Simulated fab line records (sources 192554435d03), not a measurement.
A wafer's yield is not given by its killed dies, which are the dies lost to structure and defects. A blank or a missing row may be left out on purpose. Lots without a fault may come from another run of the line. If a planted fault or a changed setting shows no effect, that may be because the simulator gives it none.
fab line records	flow n5Finfet
[record] lots = 7	wafers = 21
route steps=1938 shown SD_EPI_N@288 SD_EPI_P@300 SD_ACTIVATION@331 HKMG_FIN@390 GATE_CUT@469 MOL_CONTACT_COAG@559 BEOL_M0_SAQP@698 BEOL_M0_CUTY@701 BEOL_M2@867
startH: the number of hours between the record's first day and the start of the first shown wafer of the lot	waitH: how many hours have passed since the lot's step before this one	" as in the row above	L1.1+2: a single row standing in for several wafers	- no value, or no start given	* or withheld: withheld	< > ~ a bound
route shown NAME@n: NAME is a module with steps in the file, n the number in the route of the first one	usual: average and standard deviation across the fault-free wafers	same: alike in all rows	chamber/n: place in a boat	sites: the reading at each site	_std_site: standard deviation of those values	_edge_site: mean of outer sites minus mean of inner sites	radiusMm: how far each site lies from the wafer's centre	mask NAME#n: copy n	behind: the tool/chamber that last shaped the wafer	hold: cause of the lot's hold/its duration in hours/its outcome	device: the transistor (n, p or np) that didn't switch	end of line: the route-end tests of the same wafers	where a step has no rows: the recipe by itself	killed: the dies lost at the first sort to structure and to defects; this is not the yield of the wafer	map: the dies of a wafer, with x for killed, . for not killed, _ for no die there
set.NAME: the run value of the setting; set.NAME@STEP: its run value at that earlier step	model.NAME: the simulator's own value behind a step, which no gauge read
lots run with intentionally changed settings; tables by step, rows by wafer
[[steps]]
[step N5_SD_EPI_N_EPI_21]
[recipe] material = Si:P	dopant = P	tempC = 680	pressureTorr = 255	timeS = 690
lot.wafer	tool	chamber	startH	waitH	set.timeS	model.Si-P_of_SD_EPI_N_EPI_21.thkNm
L075.2+3	epiRpcvd-02	0	58.66	0.4	690	59.4
L075.6	"	0	59.78	1.4	690	59.8
L077.1+4	epiRpcvd-03	0	68.56	0.2	690	58.8
L077.5	"	0	70.05	1.5	690	59.4
L082.2	epiRpcvd-04	0	97.84	0.4	690	59
L082.4	"	0	"	"	780.1	65.2
L082.5	"	0	"	"	690	59.8
L083.2	epiRpcvd-04	0	104.08	0.4	690	60.6
L083.3+6	"	0	"	"	690	60.4
L088.1+2	epiRpcvd-03	0	138.66	0.1	690	59
L088.6	"	0	140.06	1.4	690	58.6
L089.1	epiRpcvd-03	0	144.92	0.1	690	58.4
L089.3	"	0	"	"	690	58.8
L089.4	"	0	"	"	690	59.6
L097.2	epiRpcvd-04	0	192.14	0.5	690	58.6
L097.4	"	0	"	"	769.3	63
L097.5	"	0	"	"	769.3	63.2
[step N5_SD_EPI_N_EPI_MEAS_23]
[recipe] mode = xrd
[usual] thkNm = 58.9/1.3
lot.wafer	tool	chamber	startH	waitH	set.timeS@SD_EPI_N_EPI_21	thkNm
L075.2	filmMetro-01	-	60.10	1.2	690	60.6
L075.3	"	-	"	"	690	60.1
L075.6	"	-	"	"	690	59.1
L077.1	filmMetro-01	-	70.83	1.9	690	60.1
L077.4	"	-	"	"	690	57.0
L077.5	"	-	"	"	690	59.1
L082.2	filmMetro-01	-	99.28	1.2	690	59.2
L082.4	"	-	"	"	780.1	66.3
L082.5	"	-	"	"	690	60.4
L083.2	filmMetro-01	-	105.52	1.2	690	60.5
L083.3	"	-	"	"	690	60.7
L083.6	"	-	"	"	690	61.2
L088.1	filmMetro-01	-	140.37	1.4	690	58.1
L088.2	"	-	"	"	690	57.3
L088.6	"	-	"	"	690	58.4
L089.1	filmMetro-01	-	146.66	1.5	690	58.1
L089.3	"	-	"	"	690	56.9
L089.4	"	-	"	"	690	58.7
L097.2	filmMetro-01	-	194.05	1.5	690	56.5
L097.4	"	-	"	"	769.3	60.1
L097.5	"	-	"	"	769.3	64.4
[step N5_SD_EPI_P_EXPOSE_06]
[recipe] maskId = SD_P_BLK	na = 1.35	sourceShape = conventional	sigmaOuter = 0.8	polarization = unpolarized	targetCdNm = 240	doseMj = 39.5
lot.wafer	tool	chamber	startH	waitH	mask	set.doseMj
L075.2+3	arfiScanner-03	0	61.05	-	SD_P_BLK#0	39.5
L075.6	"	0	"	"	SD_P_BLK#0	38.6
L077.1+4+5	arfiScanner-01	0	71.83	-	SD_P_BLK#0	39.5
L082.2	arfiScanner-01	0	100.25	-	SD_P_BLK#0	41.94
L082.4+5	"	0	"	"	SD_P_BLK#0	39.5
L083.2+3+6	arfiScanner-03	0	106.35	-	SD_P_BLK#0	39.5
L088.1+2	arfiScanner-01	0	141.20	-	SD_P_BLK#0	38.62
L088.6	"	0	"	"	SD_P_BLK#0	39.5
L089.1+4	arfiScanner-03	0	148.64	-	SD_P_BLK#0	40.59
L089.3	"	0	"	"	SD_P_BLK#0	39.5
L097.2+4+5	arfiScanner-02	0	194.88	-	SD_P_BLK#0	39.5
[step N5_SD_EPI_P_PEB_07]
[recipe] pebTempC = 110	pebTimeS = 60	resist = CAR-ArF-block
[step N5_SD_EPI_P_DEVELOP_08]
[recipe] developTimeS = 30	developer = TMAH	resist = CAR-ArF-block	devTempC = 23	rinseLiquid = diw	dry = airSpin
[step N5_SD_EPI_P_CD_MEAS_09]
[recipe] targetCdNm = 240	landingEnergyEv = 500	detector = seInlens
[usual] cdNm = 239.7/0.8
lot.wafer	tool	chamber	startH	waitH	set.doseMj@SD_EPI_P_EXPOSE_06	cdNm
L075.2	cdSem-03	0	61.17	-	39.5	239.7
L075.3	"	0	"	"	39.5	240.6
L075.6	"	0	"	"	38.6	238.5
L077.1	cdSem-03	0	71.95	-	39.5	239.0
L077.4	"	0	"	"	39.5	238.6
L077.5	"	0	"	"	39.5	239.6
L082.2	cdSem-01	0	100.37	-	41.94	244.9
L082.4	"	0	"	"	39.5	239.6
L082.5	"	0	"	"	39.5	239.2
L083.2	cdSem-01	0	106.47	-	39.5	240.1
L083.3	"	0	"	"	39.5	240.3
L083.6	"	0	"	"	39.5	240.2
L088.1	cdSem-03	0	141.33	-	38.62	238.4
L088.2	"	0	"	"	38.62	237.6
L088.6	"	0	"	"	39.5	238.2
L089.1	cdSem-01	0	148.76	-	40.59	240.6
L089.3	"	0	"	"	39.5	238.7
L089.4	"	0	"	"	40.59	241.5
L097.2	cdSem-03	0	195.00	-	39.5	239.5
L097.4	"	0	"	"	39.5	239.1
L097.5	"	0	"	"	39.5	238.7
[step N5_SD_EPI_P_DESCUM_14]
[recipe] chemistry = O2	timeS = 7.9	sourcePowerW = 50	biasPowerW = 20	pressureMtorr = 20	rfFrequencyHz = 2.712e+07	tempC = 40	resist = CAR-ArF-block	o2FlowSccm = 225
lot.wafer	tool	chamber	startH	waitH	set.doseMj@SD_EPI_P_EXPOSE_06	model.SD_EPI_P.cdNm
L075.2	rieDiel-03	0	61.26	0.0	39.5	239.4
L075.3	"	2	"	"	39.5	240.8
L075.6	"	0	"	"	38.6	238.4
L077.1	rieDiel-04	0	72.04	0.0	39.5	239
L077.4	"	3	"	"	39.5	238.6
L077.5	"	0	"	"	39.5	239.8
L082.2	rieDiel-05	2	101.11	0.7	41.94	245.2
L082.4	"	0	"	"	39.5	239.8
L082.5	"	0	"	"	39.5	239.4
L083.2+6	rieDiel-05	1	106.56	0.0	39.5	240
L083.3	"	3	"	"	39.5	240.6
L088.1	rieDiel-04	3	141.41	0.0	38.62	238.6
L088.2	"	2	"	"	38.62	237.6
L088.6	"	2	"	"	39.5	238.4
L089.1	rieDiel-04	3	149.14	0.3	40.59	240.4
L089.3	"	2	"	"	39.5	238.6
L089.4	"	1	"	"	40.59	241.8
L097.2	rieDiel-04	0	195.09	0.0	39.5	239.4
L097.4	"	2	"	"	39.5	239.2
L097.5	"	1	"	"	39.5	239
[step N5_SD_EPI_P_ETCH_36]
[recipe] chemistry = CF4	target = SiARC	targetDepthA = 455	maskMaterial = CAR-ArF-block	timeS = 75.8	ionEnergyEv = 80	pressureMtorr = 40	sourceW = 545	biasW = 36	Ar_flow_sccm = 100	cf4FlowSccm = 100	ends = cleared
lot.wafer	tool	chamber	startH	waitH	set.doseMj@SD_EPI_P_EXPOSE_06	model.SD_EPI_P.cdNm
L075.2	rieDiel-03	0	61.29	0.0	39.5	239.4
L075.3	"	2	"	"	39.5	240.8
L075.6	"	0	"	"	38.6	238.4
L077.1	rieDiel-04	0	72.08	0.0	39.5	239
L077.4	"	3	"	"	39.5	238.6
L077.5	"	0	"	"	39.5	239.8
L082.2	rieDiel-05	2	101.14	0.0	41.94	245.2
L082.4	"	0	"	"	39.5	240
L082.5	"	0	"	"	39.5	239.4
L083.2	rieDiel-05	1	106.59	0.0	39.5	240
L083.3	"	3	"	"	39.5	240.8
L083.6	"	1	"	"	39.5	239.8
L088.1	rieDiel-04	3	141.45	0.0	38.62	238.6
L088.2	"	2	"	"	38.62	237.8
L088.6	"	2	"	"	39.5	238.4
L089.1	rieDiel-04	3	149.17	0.0	40.59	240.4
L089.3	"	2	"	"	39.5	238.4
L089.4	"	1	"	"	40.59	241.6
L097.2	rieDiel-04	0	195.12	0.0	39.5	239.6
L097.4	"	2	"	"	39.5	239.2
L097.5	"	1	"	"	39.5	239
[step N5_SD_EPI_P_EPI_21]
[recipe] material = SiGe:B	dopant = B	tempC = 550	pressureTorr = 20	ambient = H2	timeS = 355
lot.wafer	tool	chamber	startH	waitH	set.timeS	model.SiGe-B_of_SD_EPI_P_EPI_21.thkNm
L075.2	epiRpcvd-03	0	62.97	0.5	355	61.6
L075.3	"	0	"	"	355	62.2
L075.6	"	0	64.41	1.8	355	63.2
L077.1	epiRpcvd-01	0	73.39	0.1	355	61
L077.4	"	0	74.47	1.1	355	61.2
L077.5	"	0	"	"	355	60.6
L082.2	epiRpcvd-03	0	103.05	0.6	408.1	66
L082.4+5	"	0	"	"	355	60.6
L083.2	epiRpcvd-02	0	108.26	0.5	355	61.4
L083.3	"	0	"	"	355	60.6
L083.6	"	0	109.70	1.8	355	60.8
L088.1	epiRpcvd-02	0	142.76	0.1	355	60.8
L088.2+6	"	0	"	"	355	60.4
L089.1+3+4	epiRpcvd-03	0	150.48	0.1	355	60.8
L097.2	epiRpcvd-03	0	196.79	0.5	355	61
L097.4	"	0	"	"	330.9	57.6
L097.5	"	0	"	"	355	61.6
[step N5_SD_EPI_P_HM_STRIP_48]
[recipe] chemistry = H3PO4	tempC = 160	material = SiNx	target = SiNx	targetDepthA = 30	overetchFraction = 0.3
lot.wafer	tool	chamber	startH	waitH	set.timeS@SD_EPI_P_EPI_21	model.SiGe-B_of_SD_EPI_P_EPI_21.thkNm
L075.2	wetBench-03	3	64.84	0.0	355	61.2
L075.3	"	5	"	"	355	61.8
L075.6	"	7	"	"	355	63
L077.1	wetBench-05	6	75.62	0.0	355	60.6
L077.4	"	1	"	"	355	61
L077.5	"	4	"	"	355	60.2
L082.2	wetBench-03	5	105.54	0.0	408.1	65.8
L082.4	"	7	"	"	355	60.4
L082.5	"	2	"	"	355	60.2
L083.2	wetBench-01	1	110.14	0.0	355	61.2
L083.3+6	"	5,0	"	"	355	60.4
L088.1	wetBench-01	3	145.00	0.0	355	60.6
L088.2	"	6	"	"	355	60
L088.6	"	4	"	"	355	60.2
L089.1+3	wetBench-01	5,2	152.72	0.0	355	60.4
L089.4	"	1	"	"	355	60.6
L097.2	wetBench-05	1	198.67	0.0	355	60.6
L097.4	"	4	"	"	330.9	57.4
L097.5	"	2	"	"	355	61.4
[step N5_SD_ACTIVATION_LSA_01]
[recipe] tempC = 1080	timeS = 0.0008	ambient = N2
[usual] wafer_temp_C_max = 1085.5/1.5
lot.wafer	tool	chamber	startH	waitH	set.tempC	wafer_temp_C_max
L075.2	laserAnneal-01	0	65.24	0.2	1080	1085.4
L075.3	"	0	"	"	1080	1088.9
L075.6	"	0	"	"	1080	1086.9
L077.1	laserAnneal-01	0	76.00	0.2	1080	1087.6
L077.4	"	0	"	"	1080	1087.7
L077.5	"	0	"	"	1080	1086.6
L082.2	laserAnneal-02	0	105.95	0.2	1080	1085.4
L082.4	"	0	"	"	1080	1086.8
L082.5	"	0	"	"	1068	1072.4
L083.2	laserAnneal-02	0	110.58	0.2	1080	1085.3
L083.3	"	0	"	"	1092	1095.4
L083.6	"	0	"	"	1080	1083.9
L088.1	laserAnneal-02	0	145.36	0.2	1104	1108.3
L088.2	"	0	"	"	1080	1084.5
L088.6	"	0	"	"	1080	1083.6
L089.1	laserAnneal-01	0	153.27	0.2	1105	1113.1
L089.3	"	0	"	"	1105	1110.9
L089.4	"	0	"	"	1105	1112.5
L097.2	laserAnneal-01	0	199.20	0.2	1080	1086.0
L097.4	"	0	"	"	1080	1085.4
L097.5	"	0	"	"	1080	1084.7
[step N5_HKMG_FIN_COAT_41]
[recipe] resist = SOC	tempC = 250	timeS = 60	spinRpm = 1500	resistThkNm = 300
lot.wafer	tool	chamber	startH	waitH	set.spinRpm	model.SOC_of_HKMG_FIN_COAT_41.thkNm
L075.2	lithoTrack-01	0	78.54	-	1500	301
L075.3	"	0	"	"	1500	300.4
L075.6	"	0	"	"	1500	300.2
L077.1	lithoTrack-04	0	88.62	-	1500	300.8
L077.4	"	0	"	"	1500	300.6
L077.5	"	0	"	"	1500	299.2
L082.2	lithoTrack-02	0	118.98	-	1606	289.4
L082.4	"	0	"	"	1500	299.6
L082.5	"	0	"	"	1606	290.2
L083.2	lithoTrack-01	0	123.08	-	1457	304.2
L083.3	"	0	"	"	1500	299.8
L083.6	"	0	"	"	1500	300.2
L088.1	lithoTrack-02	0	157.97	-	1500	298.4
L088.2	"	0	"	"	1448	305
L088.6	"	0	"	"	1448	303.6
L089.1	lithoTrack-02	0	165.87	-	1500	299.4
L089.3	"	0	"	"	1449	304.6
L089.4	"	0	"	"	1449	304.8
L097.2	lithoTrack-02	0	212.01	-	1500	299.8
L097.4	"	0	"	"	1364	314.8
L097.5	"	0	"	"	1500	299.4
[step N5_GATE_CUT_ETCH_58]
[recipe] chemistry = CH3F/O2	target = SiNx	targetDepthA = 170	timeS = 128.6	ionEnergyEv = 50	pressureMtorr = 30	sourceW = 415	biasW = 21	Ar_flow_sccm = 150	CH3F_flow_sccm = 30	O2_flow_sccm = 20
[usual] rfVppV = 99.2/0.99
lot.wafer	tool	chamber	startH	waitH	set.sourceW	rfVppV	model.etch.depthNm
L075.2	rieDiel-04	0	87.27	0.0	364.7	104.3	16.18
L075.3	"	1	"	"	415	100.5	16.83
L075.6	"	3	"	"	415	100.8	16.84
L077.1	rieDiel-03	3	97.37	0.0	415	99.6	16.65
L077.4	"	2	"	"	415	99.0	16.97
L077.5	"	1	"	"	415	100.2	16.74
L082.2	rieDiel-04	1	127.64	0.0	415	98.4	16.92
L082.4	"	2	"	"	415	97.1	17.03
L082.5	"	3	"	"	467.5	95.2	17.4
L083.2	rieDiel-05	3	131.85	0.1	415	98.4	17.06
L083.3	"	0	"	"	415	99.5	17.08
L083.6	"	3	"	"	415	98.9	17.04
L088.1	rieDiel-05	0	166.91	0.0	479.2	95.9	17.7
L088.2	"	1	"	"	415	98.8	17.39
L088.6	"	2	"	"	479.2	95.4	17.96
L089.1	rieDiel-03	0	174.70	0.3	366	101.4	16.26
L089.3	"	2	"	"	366	103.3	16.36
L089.4	"	1	"	"	415	99.5	16.92
L097.2	rieDiel-03	3	220.94	0.0	415	98.0	17.06
L097.4	"	0	"	"	415	97.7	16.75
L097.5	"	1	"	"	415	99.6	16.69
[step N5_GATE_CUT_COAT_27]
[recipe] resist = underlayer	tempC = 205	timeS = 60	spinRpm = 1500	resistThkNm = 10
lot.wafer	tool	chamber	startH	waitH	set.spinRpm	model.underlayer_of_GATE_CUT_COAT_27.thkNm
L075.2	lithoTrack-03	0	-	-	1409	10.4
L075.3+6	"	0	"	"	1500	10
L077.1+4+5	lithoTrack-03	0	-	-	1500	10
L082.2+5	lithoTrack-03	0	-	-	1500	10
L082.4	"	0	"	"	1444	10.2
L083.2	lithoTrack-05	0	-	-	1500	10
L083.3+6	"	0	"	"	1423	10.2
L088.1	lithoTrack-05	0	-	-	1500	10
L088.2+6	"	0	"	"	1426	10.2
L089.1+3+4	lithoTrack-05	0	-	-	1500	10
L097.2+4	lithoTrack-03	0	-	-	1500	10
L097.5	"	0	"	"	1389	10.4
[step N5_GATE_CUT_COAT_07]
[recipe] resist = CAR-EUV	spinRpm = 1500	resistThkNm = 30
[step N5_GATE_CUT_EBR_09]
[recipe] solvent = PGMEA	ebrWidthMm = 1.5
[step N5_GATE_CUT_DESCUM_18]
[recipe] chemistry = O2	timeS = 7	sourcePowerW = 50	biasPowerW = 20	pressureMtorr = 20	rfFrequencyHz = 2.712e+07	tempC = 40	resist = CAR-EUV	o2FlowSccm = 225
[step N5_GATE_CUT_ETCH_28]
[recipe] chemistry = N2/H2	target = underlayer	targetDepthA = 130	maskMaterial = CAR-EUV	timeS = 10.4	ionEnergyEv = 200	pressureMtorr = 30	sourceW = 840	biasW = 150	n2FlowSccm = 200	h2FlowSccm = 200	ends = cleared
lot.wafer	tool	chamber	startH	waitH	set.spinRpm@GATE_CUT_COAT_27	model.etch.depthNm
L075.2	rieDiel-05	3	90.69	0.0	1409	10.33
L075.3	"	2	"	"	1500	10.02
L075.6	"	1	"	"	1500	9.979
L077.1	rieDiel-03	2	102.22	0.0	1500	9.976
L077.4	"	1	"	"	1500	10.02
L077.5	"	1	"	"	1500	10.03
L082.2+5	rieDiel-03	1,0	131.06	0.0	1500	10.01
L082.4	"	3	"	"	1444	10.19
L083.2	rieDiel-04	2	135.40	0.0	1500	9.995
L083.3+6	"	0	"	"	1423	10.27
L088.1	rieDiel-05	2	170.33	0.0	1500	9.986
L088.2+6	"	3,0	"	"	1426	10.25
L089.1	rieDiel-05	2	178.12	0.0	1500	9.972
L089.3	"	0	"	"	1500	9.964
L089.4	"	1	"	"	1500	9.966
L097.2	rieDiel-03	1	227.08	0.0	1500	9.949
L097.4	"	3	"	"	1500	9.967
L097.5	"	0	"	"	1389	10.32
[step N5_MOL_CONTACT_COAG_ALD_27]
[recipe] material = SiOC	targetThkA = 170	tempC = 400	aldPrecursorFamily = carbosiloxane	aldCoReactant = H2-plasma	pulseTimeS = 1.5	timeS = 2720	purgeTimeS = 2	coReactantPurgeTimeS = 2	aldCycles = 340	pressureTorr = 2
lot.wafer	tool	chamber	startH	waitH	set.timeS	model.SiOC_of_MOL_CONTACT_COAG_ALD_27.thkNm
L075.2	aldSin-02	0	101.96	0.0	2720	17
L075.3+6	"	1,2	"	"	3176	17
L077.1+4+5	aldSin-02	2,2,3	112.39	0.0	2720	17
L082.2+5	aldSin-02	1,2	140.72	0.0	2720	17
L082.4	"	3	"	"	2720	16.8
L083.2+3	aldSin-02	0,2	148.74	1.5	2720	17
L083.6	"	3	"	"	2455	15.2
L088.1	aldSin-02	3	181.51	0.0	2481	15.4
L088.2+6	"	0,1	"	"	2481	15.6
L089.1	aldSin-03	1	190.81	0.3	2465	15.6
L089.3	"	2	"	"	2720	17
L089.4	"	3	"	"	2465	15.4
L097.2+4+5	aldSin-01	3,1,2	239.42	0.0	2720	17
[step N5_MOL_CONTACT_COAG_ETCH_67]
[recipe] chemistry = N2/H2	target = SOC	targetDepthA = 600	overetchA = 210	maskMaterial = SiARC	tempC = 40	timeS = 101.2	ionEnergyEv = 200	pressureMtorr = 30	sourceW = 840	biasW = 150	n2FlowSccm = 200	h2FlowSccm = 200
[usual] rfVppV = 524.1/2.2
lot.wafer	tool	chamber	startH	waitH	set.sourceW	rfVppV
L075.2	rieDiel-01	0	107.20	0.0	751.2	542.8
L075.3	"	2	"	"	840	524.1
L075.6	"	1	"	"	840	524.7
L077.1	rieDiel-02	0	117.68	0.0	840	520.7
L077.4	"	2	"	"	840	521.2
L077.5	"	1	"	"	840	524.3
L082.2	rieDiel-06	0	146.12	0.0	840	526.1
L082.4	"	3	"	"	925.1	505.9
L082.5	"	2	"	"	840	527.0
L083.2	rieDiel-02	1	153.50	0.0	840	523.6
L083.3	"	2	"	"	923.8	505.1
L083.6	"	3	"	"	840	526.8
L088.1	rieDiel-01	3	185.97	0.0	840	524.2
L088.2	"	0	"	"	793.8	536.1
L088.6	"	0	"	"	793.8	535.6
L089.1	rieDiel-06	0	195.96	0.0	840	526.6
L089.3	"	2	"	"	840	527.5
L089.4	"	2	"	"	840	525.6
L097.2	rieDiel-02	0	244.60	0.0	736.3	542.7
L097.4	"	3	"	"	840	526.6
L097.5	"	3	"	"	736.3	551.7
[step N5_BEOL_M0_SAQP_ALD_48]
[recipe] material = SiO2	targetThkA = 200	tempC = 100	aldPrecursorFamily = BDEAS	aldCoReactant = O2-plasma	pulseTimeS = 1	coReactantPulseTimeS = 1	purgeTimeS = 2	coReactantPurgeTimeS = 2	aldCycles = 139	pressureTorr = 2
lot.wafer	tool	chamber	startH	waitH	set.aldCycles	model.SiO2_of_BEOL_M0_SAQP_ALD_48.thkNm
L075.2	aldSin-03	1	119.52	0.6	139	20
L075.3+6	"	2,3	"	"	123	17.8
L077.1+5	aldSin-03	1,3	129.46	0.0	139	20
L077.4	"	2	"	"	139	20.2
L082.2	aldSin-04	2	158.30	0.0	139	20.2
L082.4	"	0	"	"	128	18.4
L082.5	"	0	"	"	139	20
L083.2+6	aldSin-04	1	165.32	0.3	122	17.4
L083.3	"	2	"	"	122	17.8
L088.1+2	aldSin-04	1,2	204.82	0.3	156	22.4
L088.6	"	2	"	"	139	20
L089.1+3	aldSin-03	0,2	207.57	0.0	139	20
L089.4	"	1	"	"	139	20.2
L097.2+5	aldSin-01	2,1	255.91	0.0	161	23.2
L097.4	"	1	"	"	139	20.2
[step N5_BEOL_M0_CUTY_COAT_50]
[recipe] resist = SiARC	tempC = 220	timeS = 60	spinRpm = 1500	resistThkNm = 15
lot.wafer	tool	chamber	startH	waitH	set.spinRpm	model.SiARC_of_BEOL_M0_CUTY_COAT_50.thkNm
L075.2+6	lithoTrack-02	0	120.20	0.0	1500	15
L075.3	"	0	"	"	1367	15.6
L077.1+4+5	lithoTrack-03	0	130.13	0.0	1500	15
L082.2+4+5	lithoTrack-02	0	158.99	0.0	1500	15
L083.2	lithoTrack-03	0	165.99	0.0	1333	16
L083.3	"	0	"	"	1500	15
L083.6	"	0	"	"	1333	15.8
L088.1	lithoTrack-02	0	205.88	0.0	1500	15
L088.2+6	"	0	"	"	1355	15.8
L089.1+3	lithoTrack-02	0	208.23	0.0	1500	15
L089.4	"	0	"	"	1634	14.4
L097.2	lithoTrack-03	0	256.58	0.0	1500	15
L097.4+5	"	0	"	"	1391	15.6
[step N5_BEOL_M2_COAT_67]
[recipe] resist = SOC	tempC = 250	timeS = 60	spinRpm = 1500	resistThkNm = 60
lot.wafer	tool	chamber	startH	waitH	set.spinRpm	model.SOC_of_BEOL_M2_COAT_67.thkNm
L075.2+3	lithoTrack-01	0	147.12	0.0	1500	60.2
L075.6	"	0	"	"	1551	59
L077.1+4+5	lithoTrack-01	0	148.38	0.0	1500	60.2
L082.2+4+5	lithoTrack-03	0	187.10	0.0	1500	60
L083.2+6	lithoTrack-01	0	190.32	0.0	1500	60
L083.3	"	0	"	"	1500	59.8
L088.1+2	lithoTrack-03	0	221.64	0.0	1500	60
L088.6	"	0	"	"	1500	59.8
L089.1	lithoTrack-05	0	227.17	0.0	1500	60.2
L089.3	"	0	"	"	1500	60.4
L089.4	"	0	"	"	1660	57.2
L097.2+4	lithoTrack-03	0	284.54	0.0	1500	60
L097.5	"	0	"	"	1500	60.2
[[key]]
[split] step = N5_SD_EPI_N_EPI_21	setting = timeS	stated = 690	by = wafer
[response] step = N5_SD_EPI_N_EPI_21	reading = model.Si-P_of_SD_EPI_N_EPI_21.thkNm	change = +0.421	per = 1%	r = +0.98
[response] step = N5_SD_EPI_N_EPI_MEAS_23	reading = thkNm	change = *	per = 1%	r = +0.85
[split] step = N5_SD_EPI_P_EXPOSE_06	setting = doseMj	stated = 39.5	by = wafer
[response] step = N5_SD_EPI_P_CD_MEAS_09	reading = cdNm	change = +0.8	per = 1%	r = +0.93
[response] step = N5_SD_EPI_P_DESCUM_14	reading = model.SD_EPI_P.cdNm	change = +0.823	per = 1%	r = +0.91
[response] step = N5_SD_EPI_P_ETCH_36	reading = model.SD_EPI_P.cdNm	change = +0.813	per = 1%	r = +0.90
[split] step = N5_SD_EPI_P_EPI_21	setting = timeS	stated = 355	by = wafer
[response] step = N5_SD_EPI_P_EPI_21	reading = model.SiGe-B_of_SD_EPI_P_EPI_21.thkNm	change = +0.392	per = 1%	r = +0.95
[response] step = N5_SD_EPI_P_HM_STRIP_48	reading = model.SiGe-B_of_SD_EPI_P_EPI_21.thkNm	change = +0.395	per = 1%	r = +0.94
[split] step = N5_SD_ACTIVATION_LSA_01	setting = tempC	stated = 1080	by = wafer
[response] step = N5_SD_ACTIVATION_LSA_01	reading = wafer_temp_C_max	change = *	per = 1%	r = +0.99
[split] step = N5_HKMG_FIN_COAT_41	setting = spinRpm	stated = 1500	by = wafer
[response] step = N5_HKMG_FIN_COAT_41	reading = model.SOC_of_HKMG_FIN_COAT_41.thkNm	change = -1.57	per = 1%	r = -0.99
[split] step = N5_GATE_CUT_ETCH_58	setting = sourceW	stated = 415	by = wafer
[response] step = N5_GATE_CUT_ETCH_58	reading = rfVppV	change = -0.232	per = 1%	r = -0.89
[response] step = N5_GATE_CUT_ETCH_58	reading = model.etch.depthNm	change = +0.0398	per = 1%	r = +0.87
[split] step = N5_GATE_CUT_COAT_27	setting = spinRpm	stated = 1500	by = wafer
[response] step = N5_GATE_CUT_COAT_27	reading = model.underlayer_of_GATE_CUT_COAT_27.thkNm	change = -0.0522	per = 1%	r = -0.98
[response] step = N5_GATE_CUT_ETCH_28	reading = model.etch.depthNm	change = -0.0514	per = 1%	r = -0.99
[split] step = N5_MOL_CONTACT_COAG_ALD_27	setting = timeS	stated = 2720	by = wafer
[response] step = N5_MOL_CONTACT_COAG_ALD_27	reading = model.SiOC_of_MOL_CONTACT_COAG_ALD_27.thkNm	shape = bent	atLowest = 15.2	atStated = 16.98	atHighest = 17
[split] step = N5_MOL_CONTACT_COAG_ETCH_67	setting = sourceW	stated = 840	by = wafer
[response] step = N5_MOL_CONTACT_COAG_ETCH_67	reading = rfVppV	change = -1.86	per = 1%	r = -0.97
[split] step = N5_BEOL_M0_SAQP_ALD_48	setting = aldCycles	stated = 139	by = wafer
[response] step = N5_BEOL_M0_SAQP_ALD_48	reading = model.SiO2_of_BEOL_M0_SAQP_ALD_48.thkNm	change = +0.194	per = 1%	r = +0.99
[split] step = N5_BEOL_M0_CUTY_COAT_50	setting = spinRpm	stated = 1500	by = wafer
[response] step = N5_BEOL_M0_CUTY_COAT_50	reading = model.SiARC_of_BEOL_M0_CUTY_COAT_50.thkNm	change = -0.0765	per = 1%	r = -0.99
[split] step = N5_BEOL_M2_COAT_67	setting = spinRpm	stated = 1500	by = wafer
[response] step = N5_BEOL_M2_COAT_67	reading = model.SOC_of_BEOL_M2_COAT_67.thkNm	change = -0.296	per = 1%	r = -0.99
